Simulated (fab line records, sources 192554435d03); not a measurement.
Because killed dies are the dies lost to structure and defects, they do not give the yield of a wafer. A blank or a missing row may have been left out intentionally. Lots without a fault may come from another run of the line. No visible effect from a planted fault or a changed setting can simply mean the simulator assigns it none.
Matching of chambers -- flow n5 finfet -- 3 sister chambers for N5_BEOL_M1_PRE_CLEAN_60 on cvd co-01
The step time 15 s. 3 wafers are shown with their chamber, then 12 later ones without.

## WAFERS PAIRED WITH THEIR CHAMBERS
wafer,chamber,heater power w (W)
L091.1,0,83
L091.2,1,95
L091.4,2,96

## WAFERS MISSING THEIR CHAMBER
wafer,heater power w (W)
L093.2,87
L093.4,96
L093.6,83
L076.2,83
L076.3,97
L076.5,86
L095.1,85
L095.3,92
L095.6,98
L096.1,98
L096.3,98
L096.4,95

## WHICH CHAMBER EACH ONE RAN IN
wafer,from the rows above,in truth
L093.2,can't be placed: 0 or 1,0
L093.4,can't be placed: 2 or 1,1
L093.6,0,0
L076.2,0,0
L076.3,can't be placed: 2 or 1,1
L076.5,0,0
L095.1,0,0
L095.3,can't be placed: 1 or 2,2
L095.6,can't be placed: 2 or 1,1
L096.1,can't be placed: 2 or 1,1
L096.3,can't be placed: 2 or 1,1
L096.4,can't be placed: 1 or 2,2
Correctly placed: 4 of 12. Can't be placed from these rows: 8 (the true chamber is among the candidates in 8). 0 placed wrongly.
How it was worked out, from the rows above alone: a wafer's distance from a chamber is the root of the sum, over the readings, of the square of ((its reading less the chamber's mean) divided by the reading's scatter). The wafer belongs to the nearest chamber; if the next one is less than 2 further off, it can't be placed. Each chamber's mean is taken over the wafers shown for it. The scatter: root of mean squared gap, hidden wafer to nearest shown wafer, with one shown wafer a chamber.
